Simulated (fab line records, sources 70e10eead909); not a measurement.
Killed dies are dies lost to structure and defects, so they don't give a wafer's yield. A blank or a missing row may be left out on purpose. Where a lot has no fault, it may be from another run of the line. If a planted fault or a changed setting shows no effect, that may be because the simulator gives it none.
Comparing a struck lot with a sound one -- flow nand_harc -- 14 out of 1302 route steps
Sound: the wafers L483.1, L483.2, L483.4. The struck wafers were L491.1, L491.5, L491.6. Last of all comes the cause.
At each step with rows: each side's tool, then ch and its chambers, then its first start. Under that, the readings that differ: sound wafers -- struck wafers -- difference of the means -- sigmas: that difference in standard deviations of wafers without a fault.
alike: same words and numbers on both sides, and readings whose means sit less than 2 such deviations apart. not compared: any withheld reading, any reading some wafer has no value for, any bound like >300 that may hide the same value, and any number with overlapping values for which the record gives no deviation.
A row with sigmas, a row that says differs or no value, or rows on one side alone: a step with any of these is where the two part. Numbers that don't overlap but have no deviation are shown without sigmas and don't part them. Lack of a reading on every wafer of one side parts them only where that side has two or more wafers.

NHARC_A_CONTACT_CD_MEAS_08: target cd 200 nm.
  sound on cd_sem-02 ch 0, day 23 01:52; struck on cd_sem-02 ch 0, day 26 14:17
  alike: cd_nm
NHARC_A_CONTACT_OVL_MEAS_09:
  struck on overlay-02, day 26 14:22; sound on overlay-02, day 23 01:57
  alike: overlay_x_nm, overlay_y_nm
NHARC_A_CONTACT_INSPECT_10:
  struck on defect_inspect-01, day 26 14:25; sound on defect_inspect-02, day 23 01:59
  alike: raw_defect_count
then, 1 step without rows for these wafers: NHARC_A_CONTACT_DESCUM_13 (chemistry O2, time 3 s).
NHARC_A_CONTACT_ETCH_88: etches the open film in CF4, target depth 39 nm, time 65 s.
  sound on rie_diel-08 ch 0,2,3, day 23 02:46; struck on rie_diel-08 ch 0,1, day 26 14:34
reading,sound,struck,difference,sigmas
cf4_flow_sccm (sccm),149.4 149.8 149.3,150.8 150.6 151.0,+1.3,+3
  alike: bias_w, drypump_motor_current_A, oes_product_au, rf_vpp_V, showerhead_plenum_p_Torr, throttle_valve_pct
  not compared: rf_hours_counter_h
NHARC_A_CONTACT_ETCH_89: etches the open film in N2/H2, target depth 260 nm, time 475.3 s.
  sound: rie_diel-08 ch 2,3; struck: rie_diel-08 ch 0,1
  alike: bias_w, chamber_pressure_mTorr, drypump_motor_current_A, oes_product_au, rf_vpp_V, showerhead_plenum_p_Torr, throttle_valve_pct
  not compared: rf_hours_counter_h
then, 1 step without rows for these wafers: NHARC_A_CONTACT_ETCH_30 (etches the open film in CF4/CHF3, target depth 72.6 nm, time 36.3 s).
NHARC_A_CONTACT_ETCH_31: etches the open film in O2/COS, target depth 2800 nm, time 728 s.
  sound: rie_diel-08 ch 2,3; struck: rie_diel-08 ch 1,2,3
  alike: bias_w, chamber_pressure_mTorr, drypump_motor_current_A, oes_product_au, rf_vpp_V, showerhead_plenum_p_Torr, throttle_valve_pct
  not compared: rf_hours_counter_h
then, 2 steps without rows for these wafers: NHARC_A_CONTACT_ETCH_134 (etches the open film in C4F8/O2/Ar, time 140 s, target depth 700 nm); NHARC_A_CONTACT_ETCH_135 (etches the open film in C4F8/O2/Ar, time 311 s, target depth 1912 nm).
NHARC_A_CONTACT_ETCH_136: etches the open film in C4F8/O2/Ar, time 311 s, target depth 1912 nm.
  sound on har_cap_etch-03 ch 0,1, day 23 04:32; struck on har_cap_etch-03 ch 0,1, day 26 16:09
  alike: chamber_pressure_mTorr, oes_air_line_au
  not compared: rf_hours_counter_h
NHARC_A_CONTACT_ETCH_137: etches the open film in C4F8/O2/Ar, time 311 s, target depth 1912 nm.
  sound on har_cap_etch-03 ch 0,1, day 23 04:48; struck on har_cap_etch-03 ch 0,1, day 26 16:25
  alike: chamber_pressure_mTorr, oes_air_line_au
  not compared: rf_hours_counter_h
NHARC_A_CONTACT_ETCH_138: etches the open film in C4F8/O2/Ar, time 311 s, target depth 1914 nm.
  sound on har_cap_etch-03 ch 0,1, day 23 05:04; struck on har_cap_etch-03 ch 0,1, day 26 16:42
  no value came back on the struck wafers for chamber_pressure_mTorr (mTorr), oes_air_line_au (a.u.); on the sound wafers chamber_pressure_mTorr (mTorr) reads 20.007 19.986 20.010
  not compared: rf_hours_counter_h
then, 1 step without rows for these wafers: NHARC_A_CONTACT_ETCH_139 (etches the open film in C4F8/O2/Ar, time 195 s, target depth 840 nm).

== WHERE THEY PART ==
At NHARC_A_CONTACT_ETCH_88 first; at NHARC_A_CONTACT_ETCH_138 last (within this record only).

WHY: whatever the simulator had introduced
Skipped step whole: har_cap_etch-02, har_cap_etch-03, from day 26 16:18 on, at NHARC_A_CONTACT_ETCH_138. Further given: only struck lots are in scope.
